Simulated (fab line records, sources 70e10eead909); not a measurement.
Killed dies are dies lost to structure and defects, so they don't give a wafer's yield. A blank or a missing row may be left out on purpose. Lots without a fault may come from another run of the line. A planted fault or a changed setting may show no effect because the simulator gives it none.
Chamber matching | flow nand_harc | NHARC_A_STAIRCASE_DEP_156 on pecvd-03: 3 sister chambers
The step deposits SiNx, target thk 50 nm. 6 wafers are shown with their chamber, then 8 later ones without.

WAFERS WITH THEIR CHAMBER
wafer  | chamber | heater_power_w (W) | susceptor_temp_C (C)
L086.6 | 1       | 648                | 400.14
L090.6 | 1       | 738                | 400.49
L088.3 | 0       | 615                | 399.95
L088.4 | 0       | 614                | 399.95
L088.5 | 2       | 890                | 400.13
L095.1 | 2       | 862                | 400.06

WAFERS WITHOUT THEIR CHAMBER
wafer  | heater_power_w (W) | susceptor_temp_C (C)
L095.5 | 663                | 400.00
L095.6 | 879                | 400.24
L093.1 | 932                | 399.91
L093.2 | 665                | 400.24
L093.4 | 663                | 400.27
L097.3 | 591                | 399.45
L097.5 | 810                | 400.18
L097.6 | 717                | 400.38

WHICH CHAMBER EACH WENT THROUGH
wafer  | from the rows above     | in truth
L095.5 | can't be placed: 0 or 1 | 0
L095.6 | 2                       | 2
L093.1 | 2                       | 2
L093.2 | can't be placed: 1 or 0 | 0
L093.4 | can't be placed: 1 or 0 | 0
L097.3 | 0                       | 0
L097.5 | can't be placed: 2 or 1 | 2
L097.6 | 1                       | 1
Placed correctly: 4 of 8. Can't be placed from these rows: 4 (the true chamber is among the candidates in 4). Placed wrongly: 0.
How it was worked out, from the rows above alone: a wafer's distance from a chamber is the root of the sum, over the readings, of the square of ((its reading less the chamber's mean) divided by the reading's scatter). The wafer belongs to the nearest chamber; if the next one is less than 2 further off, it can't be placed. A chamber's mean is the mean of its shown wafers. The scatter: the root of (the sum of the squares of (reading less its chamber's mean) over the shown wafers, divided by (wafers less chambers)).
